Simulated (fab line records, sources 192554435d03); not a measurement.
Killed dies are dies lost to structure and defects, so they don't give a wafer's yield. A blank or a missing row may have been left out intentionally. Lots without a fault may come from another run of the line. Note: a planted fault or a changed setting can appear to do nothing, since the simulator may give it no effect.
Which tool was responsible? | flow n5_finfet | 10 lots with 30 wafers sampled at 3 steps, on a route of 1938 steps

== WHAT THE GAUGES READ, wafer by wafer ==
N5_BEOL_M15_INSPECT_30: inspects for defects (macro).
lot  | measured     | on                | raw_defect_count
L987 | day 11 04:49 | defect_inspect-01 | 3 3 0
L990 | day 11 19:14 | defect_inspect-02 | 2 0 4
L992 | day 12 23:56 | defect_inspect-01 | 5 1 0
L994 | day 13 09:37 | defect_inspect-02 | 2 2 3
L997 | day 13 16:23 | defect_inspect-02 | 2 3 2
L996 | day 13 20:35 | defect_inspect-02 | 0 1 1
L100 | day 14 18:53 | defect_inspect-02 | 2 2 1
L107 | day 17 03:08 | defect_inspect-01 | >300 >300 >300
L110 | day 17 03:26 | defect_inspect-02 | 3 4 2
L108 | day 17 06:28 | defect_inspect-02 | >300 >300 >300

== WHAT TOOL EACH LOT RAN ON (gives the tool, then ch and the chambers of the sampled wafers, and finally the start) ==
lot  | N5_BEOL_M15_ETCH_59                | N5_BEOL_M15_STRIP_65
L987 | rie_diel-01 ch 1,3, day 11 03:26   | wet_bench-02 ch 1,5,6, day 11 03:50
L990 | rie_diel-02 ch 0,3, day 11 17:41   | wet_bench-01 ch 1,5,7, day 11 18:05
L992 | rie_diel-02 ch 0,1, day 12 22:17   | wet_bench-02 ch 1,4,6, day 12 22:42
L994 | rie_diel-01 ch 0,1, day 13 08:06   | wet_bench-02 ch 0,1,4, day 13 08:30
L997 | rie_diel-02 ch 1,2,3, day 13 14:52 | wet_bench-01 ch 0,3,4, day 13 15:16
L996 | rie_diel-01 ch 1,2,3, day 13 19:10 | wet_bench-02 ch 2,3,5, day 13 19:35
L100 | rie_diel-06 ch 0,2,3, day 14 17:22 | wet_bench-06 ch 0,5,7, day 14 17:46
L107 | rie_diel-06 ch 0,1,2, day 17 01:24 | wet_bench-01 ch 0,2,5, day 17 01:48
L110 | rie_diel-06 ch 0,1,2, day 17 01:49 | wet_bench-02 ch 1,5,6, day 17 02:13
L108 | rie_diel-06 ch 2,3, day 17 04:56   | wet_bench-01 ch 2,3,6, day 17 05:20
- N5_BEOL_M15_ETCH_59: etches BARC in N2/H2, target depth 89 nm, overetch 26.7 nm, time 67.9 s.
- N5_BEOL_M15_STRIP_65: strips in post etch residue remover, time 60 s.

== WHAT THE TOOLS THEMSELVES READ (means of the sampled wafers that have a number; where no wafer has one, the mark that the record gives instead) ==
N5_BEOL_M15_ETCH_59.
lot  | tool        | chamber_pressure_mTorr (mTorr) | drypump_motor_current_A (A) | oes_product_au (a.u.) | rf_vpp_V (V) | showerhead_plenum_p_Torr (Torr) | throttle_valve_pct (%)
L987 | rie_diel-01 | 29.986                         | 5.37                        | 0.78                  | 525.7        | 2.59                            | 17.57
L990 | rie_diel-02 | 30.018                         | 5.26                        | 0.70                  | 523.0        | 2.48                            | 17.83
L992 | rie_diel-02 | 29.985                         | 5.46                        | 0.71                  | 522.3        | 2.51                            | 17.82
L994 | rie_diel-01 | 30.017                         | 5.46                        | 0.73                  | 524.3        | 2.53                            | 17.60
L997 | rie_diel-02 | 30.025                         | 5.60                        | 0.66                  | 522.3        | 2.48                            | 17.75
L996 | rie_diel-01 | 30.023                         | 5.49                        | 0.75                  | 524.7        | 2.58                            | 17.76
L100 | rie_diel-06 | 29.987                         | 5.69                        | 0.69                  | 525.0        | 2.60                            | 17.72
L107 | rie_diel-06 | 30.005                         | 5.52                        | 0.72                  | 522.9        | 2.54                            | 17.81
L110 | rie_diel-06 | 30.005                         | 5.50                        | 0.72                  | 523.4        | 2.54                            | 17.80
L108 | rie_diel-06 | 29.981                         | 5.59                        | 0.61                  | 526.2        | 2.63                            | 17.83

== THE ANSWER, worked out from the rows above alone ==
Rule: usual is defined by the lots themselves. The widest of any qualifying gaps counts: lots, ordered by their means at a reading, are off when they make up no more than a third of the lots, leave a main group of 4 or more, and stand apart from it by 3 or more times the standard deviation of that group's means. The tables above print the reading to a certain number of digits; a main group whose means all agree to those digits is not used. A lot without any number at a reading at which 4 lots or more have one is off too. Any other lot the step has rows for is counted as sound. First the gauges in route order, then the tools' own readings, where a lot's mean is used as printed above. The first step at which some lot is off is used, and at that step the reading that is off furthest; a lot without a number counts as furthest.
Off: L107, L108, at N5_BEOL_M15_INSPECT_30 (raw_defect_count). Without a number there: L107, L108. The main group: mean 2.0, standard deviation 0.62.
If a tool, at a process step before that reading, ran all the lots that are off and no sound lot after the first of them, it fits. Gauges at N5_BEOL_M15_INSPECT_30: tried the same way as those tools. One candidate fits, namely wet_bench-01 at N5_BEOL_M15_STRIP_65. Its last sound lot is L997 (day 13 15:16), its first lot that is off L107 (day 17 01:48): a fault that began between those two fits.

== WHAT THE SIMULATOR HAD PUT IN ==
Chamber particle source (wet_bench-01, N5_BEOL_M15_STRIP_65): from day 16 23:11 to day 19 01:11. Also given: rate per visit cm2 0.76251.
Struck lots among those shown: L107, L108. The rule above found the same.
